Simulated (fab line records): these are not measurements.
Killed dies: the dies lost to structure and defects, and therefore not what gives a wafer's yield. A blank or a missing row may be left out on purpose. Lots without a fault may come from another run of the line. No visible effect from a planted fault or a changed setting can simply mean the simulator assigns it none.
Chamber matching    flow n5 finfet    rie diel-04 running N5_MOL_CONTACT_COAG_STRIP_72: 3 sister chambers
The step strips in N2/H2. 6 wafers are shown with their chamber, then 5 later ones without.

WAFERS PAIRED WITH THEIR CHAMBERS
wafer   chamber  drypump motor current A (A)  throttle valve pct (%)
L086.4  0        5.0                          23.70
L086.5  2        6.8                          24.01
L088.3  3        5.8                          23.13
L088.5  0        4.9                          23.68
L088.6  3        5.8                          23.18
L090.1  2        6.8                          24.10

WAFERS MISSING THEIR CHAMBER
wafer   drypump motor current A (A)  throttle valve pct (%)
L094.3  5.8                          23.17
L094.5  4.9                          23.71
L094.6  5.8                          23.22
L097.1  5.8                          23.22
L097.3  6.8                          24.07

THE CHAMBER EACH PASSED THROUGH
wafer   from the rows above  in truth
L094.3  3                    3
L094.5  0                    0
L094.6  3                    3
L097.1  3                    3
L097.3  2                    2
Correctly placed: 5 of 5. Number that these rows cannot place: 0. Wrongly placed: 0.
How it was worked out, from the rows above alone: a wafer's distance from a chamber is the root of the sum, over the readings, of the square of ((its reading less the chamber's mean) divided by the reading's scatter). If the next closest chamber is less than 2 further off than the closest, the wafer can't be placed; otherwise it belongs to the closest. For every chamber, the mean is computed from those of its wafers that are shown. The scatter: the root of (the sum of the squares of (reading less its chamber's mean) over the shown wafers, divided by (wafers less chambers)).
